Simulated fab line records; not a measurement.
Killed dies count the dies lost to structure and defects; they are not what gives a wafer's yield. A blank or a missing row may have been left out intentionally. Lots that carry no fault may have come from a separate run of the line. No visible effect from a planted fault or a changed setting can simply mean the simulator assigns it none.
Matching of chambers | flow n5-finfet | N5_BEOL_M8_DESCUM_33 on rie-diel-02: 4 sister chambers
The step chemistry O2, time 7 s. 4 wafers are shown with their chamber, then 8 later ones without.

WAFERS PAIRED WITH THEIR CHAMBERS
wafer  | chamber | drypump-motor-current-A (A)
L088.1 | 2       | 5.6
L089.3 | 1       | 5.9
L089.4 | 3       | 6.6
L091.3 | 0       | 6.2

WAFERS WITHOUT THEIR CHAMBER
wafer  | drypump-motor-current-A (A)
L091.4 | 6.1
L091.6 | 5.6
L090.2 | 5.6
L090.3 | 6.1
L090.5 | 5.9
L094.1 | 5.6
L094.2 | 5.9
L094.3 | 6.6

WHICH CHAMBER EACH WENT THROUGH
wafer  | from the rows above     | in truth
L091.4 | can't be placed: 0 or 1 | 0
L091.6 | 2                       | 2
L090.2 | 2                       | 2
L090.3 | can't be placed: 0 or 1 | 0
L090.5 | 1                       | 1
L094.1 | 2                       | 2
L094.2 | 1                       | 1
L094.3 | 3                       | 3
Placed correctly: 6 of 8. These rows do not allow placing 2 (true chamber among the candidates in 2). Placed wrongly: 0.
How it was worked out, from the rows above alone: a wafer's distance from a chamber is the root of the sum, over the readings, of the square of ((its reading less the chamber's mean) divided by the reading's scatter). If the next closest chamber is less than 2 further off than the closest, the wafer can't be placed; otherwise it belongs to the closest. For every chamber, the mean is computed from those of its wafers that are shown. The scatter: root of mean squared gap, hidden wafer to nearest shown wafer, with one shown wafer a chamber.
